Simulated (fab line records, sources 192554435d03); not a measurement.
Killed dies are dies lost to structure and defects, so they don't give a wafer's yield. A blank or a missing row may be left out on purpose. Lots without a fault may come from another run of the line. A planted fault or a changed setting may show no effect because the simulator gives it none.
Chamber matching | flow n5_finfet | N5_BEOL_M7_STRIP_36 on rie_diel-04: 4 sister chambers
The step strips in N2/H2. 16 wafers are shown with their chamber, then 8 later ones without.

WAFERS WITH THEIR CHAMBER
wafer  | chamber | drypump_motor_current_A (A) | showerhead_plenum_p_Torr (Torr) | throttle_valve_pct (%)
L074.1 | 0       | 5.3                         | 2.59                            | 23.8
L074.5 | 2       | 4.8                         | 2.43                            | 23.9
L074.6 | 3       | 6.4                         | 2.55                            | 24.2
L076.4 | 0       | 5.3                         | 2.59                            | 23.8
L076.5 | 0       | 5.3                         | 2.59                            | 23.7
L076.6 | 1       | 5.7                         | 2.52                            | 23.5
L082.2 | 0       | 5.3                         | 2.58                            | 23.8
L082.3 | 3       | 6.4                         | 2.54                            | 24.3
L082.6 | 0       | 5.4                         | 2.58                            | 23.8
L084.1 | 3       | 6.4                         | 2.54                            | 24.3
L084.4 | 2       | 4.8                         | 2.42                            | 24.0
L084.6 | 2       | 4.8                         | 2.42                            | 24.0
L087.1 | 1       | 5.7                         | 2.51                            | 23.6
L087.2 | 0       | 5.3                         | 2.58                            | 23.8
L087.4 | 2       | 4.7                         | 2.41                            | 24.0
L094.2 | 1       | 5.7                         | 2.51                            | 23.6

SIGNATURES (means of the wafers above)
reading                  | chamber 0 | chamber 1 | chamber 2 | chamber 3 | scatter within a chamber
drypump_motor_current_A  | 5.317     | 5.700     | 4.775     | 6.400     | 0.0363
showerhead_plenum_p_Torr | 2.5850    | 2.5133    | 2.4200    | 2.5433    | 0.00635
throttle_valve_pct       | 23.783    | 23.567    | 23.975    | 24.267    | 0.0493
Rule: a wafer's distance from a chamber is the root of the sum, over the readings, of the square of ((its reading less the chamber's mean) divided by the reading's scatter). The wafer belongs to the nearest chamber; if the next one is less than 2 further off, it can't be placed. The scatter: the root of (the sum of the squares of (reading less its chamber's mean) over the shown wafers, divided by (wafers less chambers)).

WAFERS WITHOUT THEIR CHAMBER
wafer  | drypump_motor_current_A (A) | showerhead_plenum_p_Torr (Torr) | throttle_valve_pct (%)
L094.3 | 5.3                         | 2.57                            | 23.8
L094.5 | 4.8                         | 2.73                            | 23.5
L095.1 | 5.7                         | 2.50                            | 23.6
L095.2 | 5.3                         | 2.57                            | 23.8
L095.4 | 6.4                         | 2.53                            | 24.3
L097.1 | 4.7                         | 2.73                            | 23.5
L097.4 | 6.4                         | 2.53                            | 24.3
L097.5 | 5.3                         | 2.57                            | 23.8

WHICH CHAMBER EACH WENT THROUGH
wafer  | from the rows above | in truth
L094.3 | 0                   | 0
L094.5 | 0                   | 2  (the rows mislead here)
L095.1 | 1                   | 1
L095.2 | 0                   | 0
L095.4 | 3                   | 3
L097.1 | 0                   | 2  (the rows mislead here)
L097.4 | 3                   | 3
L097.5 | 0                   | 0
Placed correctly: 6 of 8. Can't be placed from these rows: 0. Placed wrongly: 2.
